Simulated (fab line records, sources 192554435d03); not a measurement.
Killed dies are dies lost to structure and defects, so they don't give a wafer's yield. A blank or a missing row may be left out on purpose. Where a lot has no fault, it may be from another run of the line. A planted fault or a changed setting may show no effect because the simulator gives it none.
fab line records | flow n5-finfet
record lots=4 wafers=12 last-day=17
route steps=1938 shown PMOS_HMC_CHANNEL_EPI@62 FIN_SAQP@90 PASSIVATION@1936
lots with no fault: from the same line, run without faults
start-h: start of the lot's first displayed wafer, in hours after the record's first day | wait-h: hours from the lot's prior step to this one | " as in the row above | L1.1+2: one row covering several wafers at once | - no value present, or no start provided | * or withheld: withheld | < > ~ a bound
route shown NAME@n: NAME is a module with steps in the file, n the number in the route of the first one | usual: mean and standard deviation over wafers with no fault | same: alike in all rows | chamber/n: place in a boat | sites: readings site by site | _std_site: the standard deviation of these | _edge_site: mean of outer sites minus mean of inner sites | radius-mm: for every site, how far away it sits from the centre of the wafer | mask NAME#n: copy n | behind: the tool/chamber that last shaped the wafer | hold: why the lot was held/for how many hours/how that ended | device: which transistor (n, p or np) failed to switch | end of line: the tests these same wafers got at the end of their route | a step given without rows: its recipe and nothing more | killed: count of dies lost to structure and defects at first sort (not the wafer's yield) | map: a wafer's dies, x killed, . not, _ none there
set.NAME: the run value of the setting; set.NAME@STEP: its run value at that earlier step | model.NAME: the simulator's own value behind a step, which no gauge read
certain route steps with their lots: each step a table, each wafer a row
services: the hour from which a tool's chamber was out of use, counted from the record's first day as start-h (under 0 if before that day), plus the number of hours and why
## steps
# step N5_PMOS_HMC_CHANNEL_EPI_EXPOSE_06
# recipe mask-id=PMOS_HMC_BLK na=1.35 source-shape=conventional sigma-outer=0.8 polarization=unpolarized target-cd-nm=240 dose-mj=41
# step N5_PMOS_HMC_CHANNEL_EPI_PEB_07
# recipe peb-temp-c=110 peb-time-s=60 resist=CAR-ArF-block
# step N5_PMOS_HMC_CHANNEL_EPI_DEVELOP_08
# recipe develop-time-s=30 developer=TMAH resist=CAR-ArF-block dev-temp-c=23 rinse-liquid=diw dry=air-spin
# step N5_PMOS_HMC_CHANNEL_EPI_DESCUM_14
# recipe chemistry=O2 time-s=7.9 source-power-w=50 bias-power-w=20 pressure-mtorr=20 rf-frequency-hz=2.712e+07 temp-c=40 resist=CAR-ArF-block o2-flow-sccm=225
# step N5_PMOS_HMC_CHANNEL_EPI_ETCH_32
# recipe chemistry=N2/H2 target=BARC stop-on=SiO2 target-depth-a=858 over-etch-frac=0.3 time-s=50.3 ion-energy-ev=200 mask-material=CAR-ArF-block pressure-mtorr=30 source-w=840 bias-w=150 n2-flow-sccm=200 h2-flow-sccm=200
# step N5_PMOS_HMC_CHANNEL_EPI_HM_OPEN_15
# recipe chemistry=CHF3/O2 target=SiO2 mask-material=CAR-ArF-block target-depth-a=406 CHF3_flow_sccm=50 O2_flow_sccm=5 Ar_flow_sccm=200 time-s=20.3 pressure-mtorr=30 source-w=650 bias-w=170 ion-energy-ev=200
# step N5_PMOS_HMC_CHANNEL_EPI_STRIP_33
# recipe chemistry=N2/H2 power-w=500 temp-c=40 pressure-mtorr=50 rf-frequency-hz=6e+07 overash-fraction=0.3 bias-power-w=8 h2-frac=0.5 n2-flow-sccm=300 h2-flow-sccm=300
# step N5_PMOS_HMC_CHANNEL_EPI_STRIP_17
# recipe chemistry=SPM time-s=750 temp-c=130 h2so4-h2o2-vol-ratio=4 dry=ipa-marangoni
# step N5_PMOS_HMC_CHANNEL_EPI_ETCH_38
# recipe chemistry=CF4 target=SiO2 target-depth-a=15 ion-energy-ev=350 pressure-mtorr=10 icp-w=800 bias-w=400 cf4-flow-sccm=80
# step N5_PMOS_HMC_CHANNEL_EPI_FIN_RECESS_16
# recipe chemistry=HBr/Cl2 target=Si mask-material=SiO2 target-depth-a=540 time-s=18 pressure-mtorr=10 icp-w=800 bias-w=75 HBr_flow_sccm=150 Cl2_flow_sccm=80
# usual HBr_flow_sccm=150.0/0.47 bias-w=74.97/0.23 drypump-motor-current-A=5.7/0.41 oes-product-au=0.992/0.023 throttle-valve-pct=35.5/0.47
# columns lot.wafer tool chamber start-h wait-h HBr_flow_sccm bias-w drypump-motor-current-A oes-product-au rf-hours-counter-h throttle-valve-pct model.SiO2_of_PMOS_HMC_CHANNEL_EPI_HM_DEP_34.thk-nm
L227.1 rie-si-06 0 59.99 0.0 149.0 75.20 4.9 1.035 184 35.1 29.41
L227.3 " 3 " " 150.5 74.42 6.6 1.015 156 35.8 29.55
L227.5 " 2 " " 149.6 74.97 5.6 0.973 - 35.3 30.66
L235.1 rie-si-02 2 109.07 0.0 - - - - - - 35.68
L235.3 " 3 " " - - - - - - 35.31
L235.4 " 0 " " - - - - - - 34.78
L236.1 rie-si-06 2 113.62 0.0 - - - - - - 33.65
L236.3 " 1 " " - - - - - - 33.58
L236.4 " 0 " " - - - - - - 34.55
L243.3 rie-si-05 2 156.04 0.0 149.4 75.07 5.9 1.001 59 34.6 30.12
L243.4 " 0 " " 150.3 75.07 5.3 1.004 36 35.5 30.86
L243.5 " 1 " " 150.2 74.94 5.5 1.023 - 35.8 30.5
# step N5_PMOS_HMC_CHANNEL_EPI_PRECLEAN_36
# recipe chemistry=O3/DIW time-s=45 temp-c=22 o3-ppm=10
# step N5_PMOS_HMC_CHANNEL_EPI_PRECLEAN_18
# recipe chemistry=DHF time-s=30 temp-c=25 dilution=withheld
# columns lot.wafer tool chamber start-h wait-h model.SiO2_of_PMOS_HMC_CHANNEL_EPI_HM_DEP_34.thk-nm
L227.1 wet-bench-02 3 60.10 0.0 23.85
L227.3 " 6 " " 23.97
L227.5 " 5 " " 25.1
L235.1 wet-bench-02 4 109.19 0.0 30.15
L235.3 " 7 " " 29.8
L235.4 " 5 " " 29.28
L236.1 wet-bench-01 7 113.73 0.0 28.03
L236.3 " 1 " " 27.95
L236.4 " 5 " " 28.94
L243.3 wet-bench-01 6 156.16 0.0 24.5
L243.4 " 0 " " 25.24
L243.5 " 7 " " 24.9
# step N5_PMOS_HMC_CHANNEL_EPI_SRD_19
# recipe dry=ipa-marangoni do-ppb=5 time-s=30 temp-c=23 rinse-liquid=diw
# step N5_PMOS_HMC_CHANNEL_EPI_EPI_20
# recipe material=SiGe30 mask-material=SiO2 pressure-torr=20 target-thk-a=590 temp-c=600
# step N5_PMOS_HMC_CHANNEL_EPI_HM_STRIP_35
# recipe chemistry=dHF temp-c=25 material=SiO2 target=SiO2 target-depth-a=396 time-s=216
# step N5_PMOS_HMC_CHANNEL_EPI_SRD_39
# recipe dry=ipa-marangoni time-s=30 temp-c=23 rinse-liquid=diw
# step N5_PMOS_HMC_CHANNEL_EPI_CMP_21
# recipe material=SiGe30 post-cmp-clean=alkaline-brush target-thk-nm=54
# step N5_PMOS_HMC_CHANNEL_EPI_THK_MEAS_22
# recipe reads=SiGe30_of_PMOS_HMC_CHANNEL_EPI_EPI_20
# usual HMC_CMP_THK=53.6/1.4
# columns lot.wafer tool chamber start-h wait-h HMC_CMP_THK[nm]
L227.1 film-metro-01 - 62.21 - 55.1
L227.3 " - " " 55.6
L227.5 " - " " 53.1
L235.1 film-metro-02 - 111.40 - 0.2
L235.3 " - " " 0.2
L235.4 " - " " 0.1
L236.1 film-metro-02 - 115.42 - 0.3
L236.3 " - " " 0.0
L236.4 " - " " 0.2
L243.3 film-metro-01 - 157.85 - 53.8
L243.4 " - " " 55.3
L243.5 " - " " 54.7
# step N5_PMOS_HMC_CHANNEL_EPI_PRECLEAN_40
# recipe chemistry=DHF time-s=30 temp-c=25 dilution=withheld
# step N5_PMOS_HMC_CHANNEL_EPI_PRECLEAN_37
# recipe chemistry=O3/DIW time-s=45 temp-c=22 o3-ppm=10
# step N5_PMOS_HMC_CHANNEL_EPI_PRECLEAN_24
# recipe chemistry=DHF time-s=30 temp-c=25 dilution=withheld
# step N5_PMOS_HMC_CHANNEL_EPI_SRD_25
# recipe dry=ipa-marangoni do-ppb=5 time-s=30 temp-c=23 rinse-liquid=diw
# step N5_PMOS_HMC_CHANNEL_EPI_EPI_26
# recipe material=Si target-thk-a=38 temp-c=650 precursor=SiH4/H2 pressure-torr=20 time-s=22.7
# step N5_FIN_SAQP_PRECLEAN_42
# recipe chemistry=O3/DIW time-s=60 temp-c=22 o3-ppm=10
# step N5_FIN_SAQP_PRECLEAN_00
# recipe chemistry=SC1 time-s=60 temp-c=55 mix=1:2:50
# step N5_FIN_SAQP_PRECLEAN_44
# recipe chemistry=SC2 time-s=45 temp-c=35 mix=1:1:50
# step N5_FIN_SAQP_SRD_01
# recipe dry=ipa-marangoni time-s=30 temp-c=23 rinse-liquid=diw
# step N5_FIN_SAQP_ALD_61
# recipe material=SiO2 target-thk-a=40 temp-c=300 ald-precursor-family=BDEAS ald-co-reactant=O2-plasma pulse-time-s=1 purge-time-s=2 co-reactant-purge-time-s=2 ald-cycles=43 pressure-torr=2
# step N5_FIN_SAQP_DENSIFY_62
# recipe temp-c=700 time-s=60 ambient=N2 idle-temp-c=600 ramp-up-c-per-s=150 ramp-down-c-per-s=60 cool-to-c=600
# step N5_FIN_SAQP_HM_DEP_03
# recipe material=SiNx target-thk-a=380 temp-c=400 precursor=SiH4/NH3/N2 pressure-torr=1.5 rf-w=300 time-s=33.6
# step N5_FIN_SAQP_PECVD_47
# recipe material=a-Si target-thk-a=450 temp-c=400 precursor=SiH4/He pressure-torr=3 rf-w=100 time-s=36.3
# step N5_FIN_SAQP_PECVD_48
# recipe material=SiNx target-thk-a=250 temp-c=400 precursor=SiH4/NH3/N2 pressure-torr=1.5 rf-w=300 time-s=22.1
# step N5_FIN_SAQP_PECVD_06
# recipe material=a-Si target-thk-a=600 temp-c=400 precursor=SiH4/He pressure-torr=3 rf-w=100 time-s=48.1
# step N5_FIN_SAQP_HM_DEP_72
# recipe material=SiO2 target-thk-a=120 temp-c=400 precursor=SiH4/N2O pressure-torr=0.75 rf-w=275 time-s=7.2
# step N5_FIN_SAQP_COAT_49
# recipe resist=SOC temp-c=250 time-s=60 spin-rpm=1500 resist-thk-nm=100
# step N5_FIN_SAQP_OVL_MEAS_17
# recipe points-per-wafer=44
# usual FIN_CORE_OVL=-0.4/0.74
# same points-per-wafer=44
# columns lot.wafer tool chamber start-h wait-h FIN_CORE_OVL[nm]
L227.1 overlay-01 0 63.92 0.0 -1.4
L227.3 " 0 " " -0.8
L227.5 " 0 " " -0.7
L235.1 overlay-02 0 113.63 0.0 -
L235.3 " 0 " " -
L235.4 " 0 " " -
L236.1 overlay-02 0 117.30 0.0 -
L236.3 " 0 " " -
L236.4 " 0 " " -
L243.3 overlay-02 0 159.85 0.0 -1.1
L243.4 " 0 " " 0.0
L243.5 " 0 " " -0.8
# step N5_PASSIVATION_PROBE_49
# usual killed_at_M0_to_M3=35/11 killed_at_M4_up=13/5.7 killed-at-contacts=12/5.7 killed-at-front-end=40/11 killed-at-other=4/4.4 killed-dies=105/18 killed-on-rim=14/3.9 killed-open=68/14 killed-short=34/7.4
# same gross-dies=1180 killed-at-back-side=0
# columns lot.wafer tool chamber start-h wait-h killed_at_M0_to_M3 killed_at_M4_up killed-at-contacts killed-at-front-end killed-at-other killed-dies killed-on-rim killed-open killed-short
L227.1 prober-01 - 313.13 0.0 43 8 21 45 1 118 21 80 33
L227.3 prober-01 - 313.23 0.1 34 13 5 55 2 109 15 69 36
L227.5 prober-01 - 313.33 0.2 34 19 8 34 1 96 21 52 38
# killed by level:class
L227.1 MOL_CONTACT_COAG:geometric-particle:open=17 BEOL_M3:geometric-particle:open=11 FIN_SAQP:geometric-particle:open=10 BEOL_M0_SAQP:geometric-particle:short=10 GATE_CUT:geometric-particle:open=6 STI_FIN_REVEAL:geometric-particle:open=5 BEOL_M0_SAQP:geometric-particle:open=5 BEOL_M1:geometric-particle:open=5
L227.3 FIN_SAQP:geometric-particle:open=15 FIN_SAQP:geometric-particle:short=10 BEOL_M3:geometric-particle:open=9 STI_FIN_REVEAL:geometric-particle:open=7 BEOL_M0_SAQP:geometric-particle:open=6 BEOL_M0_SAQP:geometric-particle:short=6 STI_FIN_REVEAL:geometric-particle:short=5 DUMMY_GATE:geometric-particle:open=5
L227.5 FIN_SAQP:geometric-particle:short=17 BEOL_M3:geometric-particle:open=9 FIN_SAQP:geometric-particle:open=8 BEOL_M0_SAQP:geometric-particle:short=8 MOL_CONTACT_COAG:geometric-particle:open=7 BEOL_M2:geometric-particle:open=6 BEOL_M4:geometric-particle:open=6 GATE_CUT:geometric-particle:short=4
## services
# columns tool chamber start-h hours kind
rie-si-05 - 38.59 4.3 pm
rie-si-06 - 61.08 2.8 pm
wet-bench-01 - 108.82 2.7 repair
## key
first-sign step=N5_PMOS_HMC_CHANNEL_EPI_FIN_RECESS_16 reading=tool-record direction=missing
effect step=N5_PMOS_HMC_CHANNEL_EPI_THK_MEAS_22 reading=HMC_CMP_THK direction=down sigmas=38 usual=53.6 struck=0.2
effect step=N5_FIN_SAQP_OVL_MEAS_17 reading=FIN_CORE_OVL direction=missing
model-effect step=N5_PMOS_HMC_CHANNEL_EPI_FIN_RECESS_16 value=SiO2_of_PMOS_HMC_CHANNEL_EPI_HM_DEP_34.thk-nm without=30.47 struck=34.59
model-effect step=N5_PMOS_HMC_CHANNEL_EPI_PRECLEAN_18 value=SiO2_of_PMOS_HMC_CHANNEL_EPI_HM_DEP_34.thk-nm without=24.9 struck=29.02
met-at N5_PMOS_HMC_CHANNEL_EPI_FIN_RECESS_16
struck-wafers L235.1,L235.3,L235.4,L236.1,L236.3,L236.4
tester-left-out L235,L236
onset-between 59.99 109.07
fault kind=skipped-step-whole tool=rie-si-02,rie-si-06 chamber=- onset-h=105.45 steps=N5_PMOS_HMC_CHANNEL_EPI_FIN_RECESS_16 scope=struck-lots-only
# tester-left-out: of these lots the tester's yield and bins aren't shown, on N5 and GAA mostly nor the transistor test; their killed dies are dies lost to structure and defects alone, not to doping, threshold or leakage, so they don't give the yield
